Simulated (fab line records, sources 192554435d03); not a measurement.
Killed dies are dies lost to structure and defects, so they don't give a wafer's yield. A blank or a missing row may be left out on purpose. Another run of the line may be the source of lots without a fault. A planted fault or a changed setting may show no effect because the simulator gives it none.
Which tool is to blame? ; flow n5-finfet ; 8 lots with 24 wafers sampled at 4 steps, on a route of 1938 steps

## WHAT EACH GAUGE READ, for each wafer
N5_PMOS_HMC_CHANNEL_EPI_INSPECT_30: inspects for defects (darkfield).
lot;measured;on;raw-defect-count
L190;day 1 20:20;defect-inspect-02;25 20 19
L191;day 2 01:47;defect-inspect-02;19 15 26
L196;day 3 08:37;defect-inspect-01;25 946 16
L202;day 4 20:30;defect-inspect-02;12 13 19
L210;day 6 22:30;defect-inspect-02;17 17 14
L211;day 7 03:29;defect-inspect-01;10 15 30
L212;day 7 09:23;defect-inspect-02;28 16 18
L213;day 7 14:49;defect-inspect-02;11 21 15

## TOOL THAT RAN EACH LOT (tool first, then ch and the chambers of the sampled wafers, then the start)
lot;N5_PMOS_HMC_CHANNEL_EPI_DESCUM_14;N5_PMOS_HMC_CHANNEL_EPI_HM_OPEN_15;N5_PMOS_HMC_CHANNEL_EPI_PRECLEAN_40
L190;rie-diel-04 ch 1,2,3, day 1 17:26;rie-diel-04 ch 1,2,3, day 1 17:31;wet-bench-03 ch 1,3,4, day 1 19:53
L191;rie-diel-06 ch 0,1,2, day 1 23:02;rie-diel-06 ch 0,1,2, day 1 23:07;wet-bench-04 ch 2,5,7, day 2 01:20
L196;rie-diel-02 ch 0,1, day 3 05:53;rie-diel-02 ch 0,1, day 3 05:57;wet-bench-04 ch 4,5,7, day 3 08:10
L202;rie-diel-04 ch 1,2,3, day 4 17:40;rie-diel-04 ch 1,2,3, day 4 17:44;wet-bench-02 ch 2,4,6, day 4 19:57
L210;rie-diel-02 ch 0,1,3, day 6 19:19;rie-diel-02 ch 0,1,3, day 6 19:23;wet-bench-04 ch 0,5,7, day 6 22:00
L211;rie-diel-06 ch 1,2, day 7 00:04;rie-diel-06 ch 1,2, day 7 00:08;wet-bench-04 ch 4,6,7, day 7 02:45
L212;rie-diel-04 ch 0,1,2, day 7 05:29;rie-diel-04 ch 0,1,2, day 7 05:33;wet-bench-03 ch 3,4,5, day 7 08:56
L213;rie-diel-04 ch 0,2,3, day 7 12:05;rie-diel-04 ch 0,2,3, day 7 12:10;wet-bench-02 ch 0,6,7, day 7 14:22
- N5_PMOS_HMC_CHANNEL_EPI_DESCUM_14: chemistry O2, time 7.9 s.
- N5_PMOS_HMC_CHANNEL_EPI_HM_OPEN_15: chemistry CHF3/O2, target SiO2, target depth 40.6 nm, time 20.3 s.
- N5_PMOS_HMC_CHANNEL_EPI_PRECLEAN_40: cleans in DHF, time 30 s.

## THE ANSWER, worked out from the rows above alone
Rule: what is usual is taken from the lots themselves. Put in order of their means at a reading, lots are off if they are a third of the lots or fewer, leave a main group of 4 or more, and stand apart from it by a gap of 3 or more times the standard deviation of the main group's means; of several such gaps the widest counts. A main group whose means are all the same, to the digits that the tables above print for the reading, isn't used. Also off: a lot with no number at a reading for which 4 or more lots have one. The other lots that the step has rows for count as sound.
Off: L196, at N5_PMOS_HMC_CHANNEL_EPI_INSPECT_30 (raw-defect-count). Main group: mean 18, sd 2.5.
A tool fits if, at a process step before that reading, it ran every lot that is off, and no sound lot after the first of them. Gauges at N5_PMOS_HMC_CHANNEL_EPI_INSPECT_30: tried the same way as those tools. Of those tried, none fits.

## WHAT HAD BEEN PUT IN BY THE SIMULATOR
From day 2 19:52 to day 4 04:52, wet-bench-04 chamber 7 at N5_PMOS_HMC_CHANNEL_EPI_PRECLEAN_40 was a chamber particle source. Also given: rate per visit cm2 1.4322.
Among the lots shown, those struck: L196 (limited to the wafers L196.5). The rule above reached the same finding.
